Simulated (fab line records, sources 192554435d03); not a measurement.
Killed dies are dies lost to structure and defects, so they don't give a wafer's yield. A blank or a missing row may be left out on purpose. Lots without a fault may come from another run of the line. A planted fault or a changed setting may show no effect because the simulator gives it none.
Problem report in the 8D (eight disciplines) form, filled by code | flow n5_finfet | the parts of the form that need people (team, actions taken, sign-off) are left out

1. THE PROBLEM
HMC_CMP_THK at N5_PMOS_HMC_CHANNEL_EPI_THK_MEAS_22 reads a mean of 47.1 nm on 3 wafers of 3 lots; wafers without a fault read 54.4 nm with a standard deviation of 1.2. That is -6.1 standard deviations from the usual mean.
First seen on wafer L603.4, day 3 19:49, on film_metro-02. The record holds 27 wafers of 10 lots with a number at this step. Rule for "out", or "out of limits": more than 4 standard deviations from the usual mean. The other wafers with a number count as sound.

2. WHAT IT IS AND WHAT IT IS NOT
question                    | is                     | is not
which readings at this step | HMC_CMP_THK            | -
which lots                  | L603, L605, L606       | L607, L608, L612, L613, L615, L616, L617
which wafers of those lots  | L603.4, L605.2, L606.2 | L603.3, L605.3, L606.3
read on which gauges        | film_metro-02          | film_metro-01
when                        | from day 3 19:49       | up to then (1 sound wafer); but 23 sound wafers of L605, L606, L607, L608, L612, L613, L615, L616, L617 came after

3. SUSPECTS, AND WHAT RULES EACH OUT
Counting: a tool at a process step up to the reading stays a suspect if it ran every lot that is out. Sound lots after the first of them don't rule it out here, since some wafers of a struck lot are sound.
- the gauge at N5_PMOS_HMC_CHANNEL_EPI_THK_MEAS_22: kept. All the wafers that are out were read on film_metro-02, and no step on other tools shows them out.
- rie_si-03 at N5_PMOS_HMC_CHANNEL_EPI_FIN_RECESS_16 (chemistry HBr/Cl2, target Si, target depth 54 nm, time 18 s): kept. It ran every lot that is out, first L603 (day 3 17:50).
Left after counting: rie_si-03 at N5_PMOS_HMC_CHANNEL_EPI_FIN_RECESS_16, film_metro-02 at N5_PMOS_HMC_CHANNEL_EPI_THK_MEAS_22.

4. THE CAUSE (what the simulator had put in)
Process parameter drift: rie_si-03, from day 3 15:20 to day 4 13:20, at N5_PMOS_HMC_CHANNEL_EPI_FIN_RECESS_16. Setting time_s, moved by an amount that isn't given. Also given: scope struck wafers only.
Counting left 2 suspects, and this tool is among them.

5. THE CHAIN OF EFFECTS, in route order
Each row: a reading whose mean over the struck wafers that have a number lies more than 3 standard deviations from the usual. Only readings for which the record gives a usual standard deviation are gone through. hours: the time from each lot's start at the first step in this table that gives one to its start at this step, as a median over the lots. sigmas: the change in usual standard deviations.
hours | step                                | reading     | usual   | on struck wafers | change | sigmas
0     | N5_PMOS_HMC_CHANNEL_EPI_THK_MEAS_22 | HMC_CMP_THK | 54.4 nm | 47.1             | -7.3   | -6.1
Later measuring or inspecting steps at which every struck wafer that the step has a row for has a number for every such reading, and none has moved that far: N5_BEOL_M4_RC_MEAS_101.

6. WHAT WOULD HAVE CAUGHT IT SOONER
In this record the first reading out of limits at a measuring or inspecting step was taken at day 3 19:49, 4 hours after the fault began at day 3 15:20.
Of the tool readings at N5_PMOS_HMC_CHANNEL_EPI_FIN_RECESS_16 for which the record gives a usual standard deviation, none was out on any struck wafer, so an alarm limit of 4 standard deviations on them would not have fired.
Of the lots that are out (3), L605, L606 began N5_PMOS_HMC_CHANNEL_EPI_FIN_RECESS_16 on rie_si-03 after day 3 19:49. A hold on the tool at that time would have spared those 2.
